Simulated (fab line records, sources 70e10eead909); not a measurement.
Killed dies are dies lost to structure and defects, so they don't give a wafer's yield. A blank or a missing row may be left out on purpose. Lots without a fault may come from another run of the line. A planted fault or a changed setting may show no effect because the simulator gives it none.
Which tool did it? | flow nand_harc | 24 lots, 72 wafers sampled, at 6 steps of a route of 1159

WHAT THE GAUGES READ, wafer by wafer
NHARC_A_SLIT_OVL_MEAS_10.
lot  | measured     | on         | overlay_x_nm (nm) | overlay_y_nm (nm)
L074 | day 14 04:04 | overlay-02 | 1.1 1.7 0.9       | -0.5 -0.3 -0.7
L077 | day 14 17:25 | overlay-01 | 0.1 -0.2 0.5      | -1.7 -1.5 -1.8
L076 | day 14 17:27 | overlay-02 | 2.9 3.1 2.9       | 0.0 -0.7 -0.1
L075 | day 14 19:07 | overlay-01 | -0.1 0.4 0.4      | 1.7 1.7 2.1
L078 | day 14 19:22 | overlay-02 | 0.7 1.3 0.5       | 0.5 0.9 0.4
L080 | day 15 08:14 | overlay-01 | -0.9 -1.3 -1.2    | -0.6 -0.1 -0.1
L079 | day 15 07:40 | overlay-02 | -0.1 0.0 0.2      | 0.7 -0.2 0.2
L081 | day 16 01:19 | overlay-02 | 1.4 0.4 0.8       | -0.6 -1.1 -0.7
L082 | day 16 01:33 | overlay-01 | 1.5 1.6 1.4       | -0.9 -0.3 -0.8
L084 | day 16 14:47 | overlay-02 | 0.4 0.0 -0.1      | -1.1 -0.8 -0.7
L083 | day 16 15:02 | overlay-02 | 1.9 2.1 1.6       | 2.0 2.2 1.9
L087 | day 17 11:05 | overlay-01 | -0.4 -0.3 -0.6    | 0.6 0.4 0.6
L086 | day 17 10:54 | overlay-01 | -0.5 -1.3 -1.5    | -0.1 0.0 -0.3
L088 | day 18 01:29 | overlay-01 | -1.3 -1.3 -1.2    | -2.0 -1.0 -1.5
L089 | day 17 23:52 | overlay-01 | -0.7 -0.5 -1.1    | 1.3 1.5 1.3
L085 | day 17 23:39 | overlay-02 | -0.7 -0.6 -1.0    | 1.3 1.6 1.5
L092 | day 18 10:20 | overlay-01 | -0.2 0.8 0.2      | 1.3 1.0 0.9
L090 | day 18 09:10 | overlay-01 | 0.0 -0.7 -0.6     | 0.2 -0.3 -0.1
L091 | day 18 08:13 | overlay-01 | 1.9 1.6 1.6       | 1.1 1.1 -0.1
L093 | day 18 20:17 | overlay-01 | 1.2 1.1 1.4       | -0.5 -0.7 -0.7
L094 | day 19 08:41 | overlay-02 | -1.6 -2.2 -1.8    | 0.5 0.3 1.0
L095 | day 19 08:26 | overlay-01 | 0.5 0.1 0.2       | 0.3 -0.3 0.1
L097 | day 19 22:25 | overlay-02 | -0.3 -0.2 0.1     | 0.5 0.9 0.6
L096 | day 20 08:34 | overlay-01 | -0.8 -1.3 -1.3    | -0.6 0.3 0.3

WHICH TOOL RAN EACH LOT (tool, then ch and the chambers of the sampled wafers, then the start)
lot  | NHARC_A_STAIRCASE_CMP_152     | NHARC_A_STAIRCASE_DEP_471       | NHARC_A_SGD_CUT_DEP_00          | NHARC_A_SGD_CUT_DESCUM_14          | NHARC_A_SLIT_DEP_25
L074 | cmp-02 ch 0,3, day 13 14:17   | pecvd-04 ch 0,2, day 13 15:25   | pecvd-01 ch 0,1, day 13 16:08   | rie_diel-12 ch 0,1,2, day 13 16:52 | pecvd-03 ch 0,1, day 14 00:20
L077 | cmp-01 ch 0,1,2, day 14 05:17 | pecvd-02 ch 0,1,2, day 14 06:32 | pecvd-01 ch 0,2, day 14 07:13   | rie_diel-06 ch 0,2,3, day 14 08:07 | pecvd-04 ch 0,2, day 14 14:21
L076 | cmp-02 ch 0,1,3, day 14 05:30 | pecvd-02 ch 0,1, day 14 06:42   | pecvd-02 ch 1,2, day 14 07:23   | rie_diel-12 ch 1,2, day 14 08:16   | pecvd-03 ch 0,1,2, day 14 14:23
L075 | cmp-02 ch 0,1, day 14 06:53   | pecvd-02 ch 0,2, day 14 08:07   | pecvd-03 ch 0,1,2, day 14 08:56 | rie_diel-06 ch 1,3, day 14 09:51   | pecvd-04 ch 0,1,2, day 14 14:37
L078 | cmp-03 ch 0,1, day 14 07:23   | pecvd-04 ch 0,2, day 14 08:33   | pecvd-02 ch 1,2, day 14 09:16   | rie_diel-12 ch 0,1, day 14 10:09   | pecvd-01 ch 0,1, day 14 14:41
L080 | cmp-02 ch 0,1,3, day 14 19:05 | pecvd-01 ch 0,1,2, day 14 20:12 | pecvd-03 ch 0,1,2, day 14 20:54 | rie_diel-06 ch 1,2,3, day 14 21:49 | pecvd-01 ch 0,1,2, day 15 04:16
L079 | cmp-01 ch 1,2, day 14 19:22   | pecvd-04 ch 0,2, day 14 20:28   | pecvd-01 ch 1,2, day 14 21:11   | rie_diel-09 ch 0,1, day 14 22:07   | pecvd-03 ch 1,2, day 15 04:04
L081 | cmp-02 ch 0,2,3, day 15 10:40 | pecvd-02 ch 1,2, day 15 11:47   | pecvd-01 ch 1,2, day 15 12:31   | rie_diel-06 ch 0,1, day 15 13:14   | pecvd-04 ch 1,2, day 15 19:44
L082 | cmp-03 ch 0,1,3, day 15 10:56 | pecvd-01 ch 0,2, day 15 12:08   | pecvd-02 ch 0,1, day 15 12:50   | rie_diel-09 ch 0,1,3, day 15 13:43 | pecvd-03 ch 0,2, day 15 19:53
L084 | cmp-01 ch 0,2, day 16 02:16   | pecvd-04 ch 0,2, day 16 03:24   | pecvd-03 ch 0,1,2, day 16 04:04 | rie_diel-09 ch 0,1, day 16 04:58   | pecvd-04 ch 0,1, day 16 11:13
L083 | cmp-01 ch 0,3, day 16 04:36   | pecvd-04 ch 1,2, day 16 05:41   | pecvd-02 ch 1,2, day 16 06:22   | rie_diel-12 ch 1,3, day 16 07:16   | pecvd-01 ch 1, day 16 11:14
L087 | cmp-02 ch 0,1, day 16 21:58   | pecvd-01 ch 0,1, day 16 23:17   | pecvd-03 ch 0,2, day 17 00:23   | rie_diel-06 ch 1,2,3, day 17 01:17 | pecvd-01 ch 0,1,2, day 17 07:51
L086 | cmp-01 ch 1,2,3, day 16 22:07 | pecvd-02 ch 1,2, day 16 23:19   | pecvd-02 ch 0,2, day 17 00:15   | rie_diel-06 ch 1,2,3, day 17 01:08 | pecvd-03 ch 0,1, day 17 07:49
L088 | cmp-03 ch 0,2, day 17 06:40   | pecvd-04 ch 1,2, day 17 07:48   | pecvd-03 ch 0,1,2, day 17 08:34 | rie_diel-09 ch 1,3, day 17 09:17   | pecvd-03 ch 0,1,2, day 17 18:47
L089 | cmp-01 ch 0,2, day 17 06:55   | pecvd-04 ch 1,2, day 17 08:09   | pecvd-02 ch 0,1,2, day 17 08:53 | rie_diel-06 ch 1,2,3, day 17 09:46 | pecvd-01 ch 1,2, day 17 18:27
L085 | cmp-01 ch 1,3, day 17 07:04   | pecvd-01 ch 0,1,2, day 17 08:15 | pecvd-01 ch 1,2, day 17 08:55   | rie_diel-06 ch 0,1,2, day 17 09:54 | pecvd-03 ch 0,1, day 17 18:29
L092 | cmp-01 ch 0,1,3, day 17 18:09 | pecvd-02 ch 0,1, day 17 19:17   | pecvd-01 ch 1,2, day 17 20:01   | rie_diel-09 ch 0,3, day 17 20:47   | pecvd-01 ch 0,2, day 18 03:20
L090 | cmp-03 ch 0,2,3, day 17 18:29 | pecvd-02 ch 0,1,2, day 17 19:35 | pecvd-02 ch 0,1, day 17 20:18   | rie_diel-06 ch 1,2, day 17 21:04   | pecvd-04 ch 0,1, day 18 03:18
L091 | cmp-03 ch 1,2, day 17 18:38   | pecvd-01 ch 1,2, day 17 19:45   | pecvd-02 ch 0,1, day 17 20:29   | rie_diel-12 ch 0,1, day 17 21:14   | pecvd-03 ch 0,1,2, day 18 03:15
L093 | cmp-03 ch 0,1,3, day 18 06:05 | pecvd-02 ch 0,1, day 18 07:11   | pecvd-01 ch 0,1,2, day 18 07:52 | rie_diel-12 ch 0,1,3, day 18 08:47 | pecvd-04 ch 1,2, day 18 16:06
L094 | cmp-01 ch 1,2,3, day 18 19:50 | pecvd-02 ch 0,1,2, day 18 21:00 | pecvd-03 ch 0,1,2, day 18 21:41 | rie_diel-06 ch 0,1,2, day 18 22:26 | pecvd-03 ch 0,1,2, day 19 05:41
L095 | cmp-01 ch 1,2, day 18 20:05   | pecvd-02 ch 0,1, day 18 21:13   | pecvd-03 ch 0,1, day 18 21:52   | rie_diel-09 ch 1,2, day 18 22:47   | pecvd-03 ch 0,1,2, day 19 05:22
L097 | cmp-01 ch 0,1, day 19 08:48   | pecvd-01 ch 0,1,2, day 19 10:00 | pecvd-02 ch 0,1,2, day 19 10:37 | rie_diel-12 ch 0,1, day 19 11:32   | pecvd-01 ch 0,1,2, day 19 18:02
L096 | cmp-03 ch 0,2,3, day 19 16:54 | pecvd-02 ch 1,2, day 19 18:17   | pecvd-01 ch 0,1,2, day 19 18:58 | rie_diel-12 ch 0,1,2, day 19 19:59 | pecvd-03 ch 0,1,2, day 20 02:11
- NHARC_A_STAIRCASE_CMP_152: polishes.
- NHARC_A_STAIRCASE_DEP_471: deposits SiO2, target thk 100 nm.
- NHARC_A_SGD_CUT_DEP_00: deposits SiNx, target thk 50 nm.
- NHARC_A_SGD_CUT_DESCUM_14: chemistry O2, time 3 s.
- NHARC_A_SLIT_DEP_25: deposits SiO2, target thk 200 nm.

WHAT THE TOOLS THEMSELVES READ (means of the sampled wafers that have a number; where no wafer has one, the mark that the record gives instead)
NHARC_A_STAIRCASE_CMP_152.
lot  | tool   | motor_current_A (A) | pad_life_wafers
L074 | cmp-02 | 12.0                | 416
L077 | cmp-01 | 13.2                | 199
L076 | cmp-02 | 13.1                | 476
L075 | cmp-02 | 13.2                | 486
L078 | cmp-03 | 10.9                | 362
L080 | cmp-02 | 12.8                | 14
L079 | cmp-01 | 12.7                | 306
L081 | cmp-02 | 12.7                | 116
L082 | cmp-03 | 11.5                | 541
L084 | cmp-01 | 14.4                | 530
L083 | cmp-01 | 12.5                | 548
L087 | cmp-02 | 13.4                | 282
L086 | cmp-01 | 11.9                | 25
L088 | cmp-03 | 12.1                | 200
L089 | cmp-01 | 13.8                | 85
L085 | cmp-01 | 11.3                | 97
L092 | cmp-01 | 12.8                | 176
L090 | cmp-03 | 12.2                | 284
L091 | cmp-03 | 12.6                | 294
L093 | cmp-03 | 11.6                | 385
L094 | cmp-01 | 12.1                | 333
L095 | cmp-01 | 12.6                | 343
L097 | cmp-01 | 13.6                | 410
L096 | cmp-03 | 12.1                | 560

NHARC_A_STAIRCASE_DEP_471.
lot  | tool     | flow_sccm (sccm) | heater_power_w (W) | throttle_valve_pct (%)
L074 | pecvd-04 | 2646             | 468                | 15.8
L077 | pecvd-02 | 2650             | 572                | 16.2
L076 | pecvd-02 | 2660             | 516                | 16.3
L075 | pecvd-02 | 2653             | 605                | 16.4
L078 | pecvd-04 | 2654             | 467                | 16.1
L080 | pecvd-01 | 2652             | 581                | 16.5
L079 | pecvd-04 | 2643             | 481                | 16.2
L081 | pecvd-02 | 2649             | 619                | 15.9
L082 | pecvd-01 | 2659             | 660                | 16.5
L084 | pecvd-04 | 2650             | 484                | 15.8
L083 | pecvd-04 | 2655             | 592                | 17.0
L087 | pecvd-01 | 2652             | 690                | 16.8
L086 | pecvd-02 | 2649             | 612                | 16.1
L088 | pecvd-04 | 2655             | 558                | 16.5
L089 | pecvd-04 | 2652             | 559                | 16.6
L085 | pecvd-01 | 2659             | 572                | 16.7
L092 | pecvd-02 | 2656             | 567                | 16.2
L090 | pecvd-02 | 2653             | 637                | 16.2
L091 | pecvd-01 | 2652             | 590                | 16.7
L093 | pecvd-02 | 2650             | 592                | 16.1
L094 | pecvd-02 | 2646             | 696                | 16.1
L095 | pecvd-02 | 2647             | 561                | 16.2
L097 | pecvd-01 | 2660             | 611                | 16.4
L096 | pecvd-02 | 2646             | 637                | 16.2

NHARC_A_SGD_CUT_DEP_00.
lot  | tool     | heater_power_w (W)
L074 | pecvd-01 | 919
L077 | pecvd-01 | 636
L076 | pecvd-02 | 804
L075 | pecvd-03 | 639
L078 | pecvd-02 | 796
L080 | pecvd-03 | 635
L079 | pecvd-01 | 632
L081 | pecvd-01 | 604
L082 | pecvd-02 | 762
L084 | pecvd-03 | 635
L083 | pecvd-02 | 829
L087 | pecvd-03 | 726
L086 | pecvd-02 | 834
L088 | pecvd-03 | 669
L089 | pecvd-02 | 754
L085 | pecvd-01 | 724
L092 | pecvd-01 | 727
L090 | pecvd-02 | 714
L091 | pecvd-02 | 716
L093 | pecvd-01 | 744
L094 | pecvd-03 | 647
L095 | pecvd-03 | 697
L097 | pecvd-02 | 767
L096 | pecvd-01 | 730

NHARC_A_SGD_CUT_DESCUM_14.
lot  | tool        | drypump_motor_current_A (A) | oes_product_au (a.u.) | rf_vpp_V (V) | showerhead_plenum_p_Torr (Torr) | throttle_valve_pct (%)
L074 | rie_diel-12 | 5.9                         | 0.998                 | 57.8         | 1.88                            | 11.304
L077 | rie_diel-06 | 5.6                         | 1.001                 | 58.5         | 1.87                            | 11.303
L076 | rie_diel-12 | 6.1                         | 0.997                 | 57.2         | 1.95                            | 11.301
L075 | rie_diel-06 | 6.0                         | 1.002                 | 56.7         | 1.89                            | 11.313
L078 | rie_diel-12 | 5.7                         | 1.004                 | 57.9         | 1.80                            | 11.310
L080 | rie_diel-06 | 5.7                         | 1.000                 | 58.0         | 1.89                            | 11.313
L079 | rie_diel-09 | 5.1                         | 1.002                 | 58.3         | 1.97                            | 11.305
L081 | rie_diel-06 | 5.9                         | 0.993                 | 57.9         | 1.90                            | 11.309
L082 | rie_diel-09 | 5.2                         | 0.998                 | 58.5         | 1.96                            | 11.316
L084 | rie_diel-09 | 5.1                         | 0.992                 | 57.0         | 1.97                            | 11.308
L083 | rie_diel-12 | 6.0                         | 1.012                 | 58.2         | 1.92                            | 11.310
L087 | rie_diel-06 | 5.7                         | 0.997                 | 57.7         | 1.89                            | 11.308
L086 | rie_diel-06 | 5.7                         | 0.996                 | 57.4         | 1.89                            | 11.309
L088 | rie_diel-09 | 5.3                         | 0.991                 | 57.7         | 1.93                            | 11.304
L089 | rie_diel-06 | 5.7                         | 0.999                 | 58.4         | 1.89                            | 11.310
L085 | rie_diel-06 | 5.6                         | 0.998                 | 57.5         | 1.89                            | 11.317
L092 | rie_diel-09 | 5.3                         | 0.993                 | 57.7         | 1.95                            | 11.312
L090 | rie_diel-06 | 5.4                         | 0.999                 | 58.1         | 1.91                            | 11.309
L091 | rie_diel-12 | 5.6                         | 0.993                 | 57.0         | 1.82                            | 11.319
L093 | rie_diel-12 | 5.9                         | 1.001                 | 57.6         | 1.86                            | 11.305
L094 | rie_diel-06 | 5.6                         | 1.005                 | 58.5         | 1.89                            | 11.312
L095 | rie_diel-09 | 6.0                         | 1.000                 | 57.2         | 1.87                            | 11.311
L097 | rie_diel-12 | 5.6                         | 1.002                 | 57.4         | 1.81                            | 11.309
L096 | rie_diel-12 | 5.9                         | 0.999                 | 57.9         | 1.87                            | 11.311

NHARC_A_SLIT_DEP_25.
lot  | tool     | flow_sccm (sccm) | heater_power_w (W) | throttle_valve_pct (%)
L074 | pecvd-03 | 2656             | 539                | 15.9
L077 | pecvd-04 | 2653             | 465                | 15.7
L076 | pecvd-03 | 2648             | 509                | 16.1
L075 | pecvd-04 | 2653             | 507                | 16.5
L078 | pecvd-01 | 2649             | 706                | 16.7
L080 | pecvd-01 | 2646             | 548                | 16.4
L079 | pecvd-03 | 2652             | 426                | 15.8
L081 | pecvd-04 | 2645             | 550                | 16.9
L082 | pecvd-03 | 2649             | 558                | 16.4
L084 | pecvd-04 | 2650             | 578                | 16.0
L083 | pecvd-01 | 2655             | 621                | 16.7
L087 | pecvd-01 | 2647             | 581                | 16.5
L086 | pecvd-03 | 2649             | 500                | 16.1
L088 | pecvd-03 | 2653             | 503                | 16.2
L089 | pecvd-01 | 2650             | 474                | 16.2
L085 | pecvd-03 | 2653             | 489                | 16.2
L092 | pecvd-01 | 2654             | 478                | 16.1
L090 | pecvd-04 | 2652             | 613                | 15.9
L091 | pecvd-03 | 2650             | 466                | 16.1
L093 | pecvd-04 | 2650             | 646                | 16.6
L094 | pecvd-03 | 2653             | 517                | 16.2
L095 | pecvd-03 | 2653             | 519                | 16.4
L097 | pecvd-01 | 2651             | 642                | 16.3
L096 | pecvd-03 | 2642             | 471                | 16.4

THE ANSWER, worked out from the rows above alone
Rule: what is usual is taken from the lots themselves. Put in order of their means at a reading, lots are off if they are a third of the lots or fewer, leave a main group of 4 or more, and stand apart from it by a gap of 3 or more times the standard deviation of the main group's means; of several such gaps the widest counts. A main group whose means are all the same, to the digits that the tables above print for the reading, isn't used. A lot without any number at a reading at which 4 lots or more have one is off too. The other lots that the step has rows for count as sound. The gauges are gone through in route order, then the tools' own readings, and for those a lot's mean is taken as printed above. The first step at which some lot is off is used, and at that step the reading that is off furthest; a lot without a number counts as furthest.
No lot is off at any reading shown: from this, nothing can be told.

WHAT THE SIMULATOR HAD PUT IN
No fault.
